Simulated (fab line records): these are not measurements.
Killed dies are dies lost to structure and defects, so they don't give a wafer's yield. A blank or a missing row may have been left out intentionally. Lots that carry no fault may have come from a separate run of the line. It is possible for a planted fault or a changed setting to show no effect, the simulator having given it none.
Matching of chambers / flow nand harc / pecvd-04 running NHARC_A_STAIRCASE_DEP_322: 3 sister chambers
The step deposits SiO2, target thk 3800 nm. 6 wafers are shown with their chamber, then 7 later ones without.

## WAFERS, EACH WITH ITS CHAMBER
wafer=L838.4; chamber=1; heater power w (W)=663
wafer=L838.6; chamber=0; heater power w (W)=643
wafer=L840.2; chamber=1; heater power w (W)=795
wafer=L840.4; chamber=2; heater power w (W)=569
wafer=L841.2; chamber=0; heater power w (W)=787
wafer=L841.4; chamber=2; heater power w (W)=578

## WAFERS WITH NO CHAMBER GIVEN
wafer=L841.6; heater power w (W)=657
wafer=L844.1; heater power w (W)=782
wafer=L844.3; heater power w (W)=712
wafer=L844.6; heater power w (W)=651
wafer=L852.1; heater power w (W)=689
wafer=L852.2; heater power w (W)=767
wafer=L852.6; heater power w (W)=525

## THE CHAMBER EACH PASSED THROUGH
wafer=L841.6; from the rows above=can't be placed: 0 or 1 or 2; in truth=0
wafer=L844.1; from the rows above=can't be placed: 1 or 0 or 2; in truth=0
wafer=L844.3; from the rows above=can't be placed: 0 or 1 or 2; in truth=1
wafer=L844.6; from the rows above=can't be placed: 0 or 2 or 1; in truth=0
wafer=L852.1; from the rows above=can't be placed: 0 or 1 or 2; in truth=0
wafer=L852.2; from the rows above=can't be placed: 1 or 0 or 2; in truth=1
wafer=L852.6; from the rows above=can't be placed: 2 or 0 or 1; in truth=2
Placed correctly: 0 of 7. Unplaceable from these rows: 7, with the true chamber sitting among the candidates in 7. Placed wrongly: 0.
How it was worked out, from the rows above alone: a wafer's distance from a chamber is the root of the sum, over the readings, of the square of ((its reading less the chamber's mean) divided by the reading's scatter). If the next closest chamber is less than 2 further off than the closest, the wafer can't be placed; otherwise it belongs to the closest. Each chamber's mean is taken over the wafers shown for it. How the scatter is found: for the shown wafers, subtract from each reading the mean of its chamber, square and add these, divide the total by (wafers less chambers), then take the root.
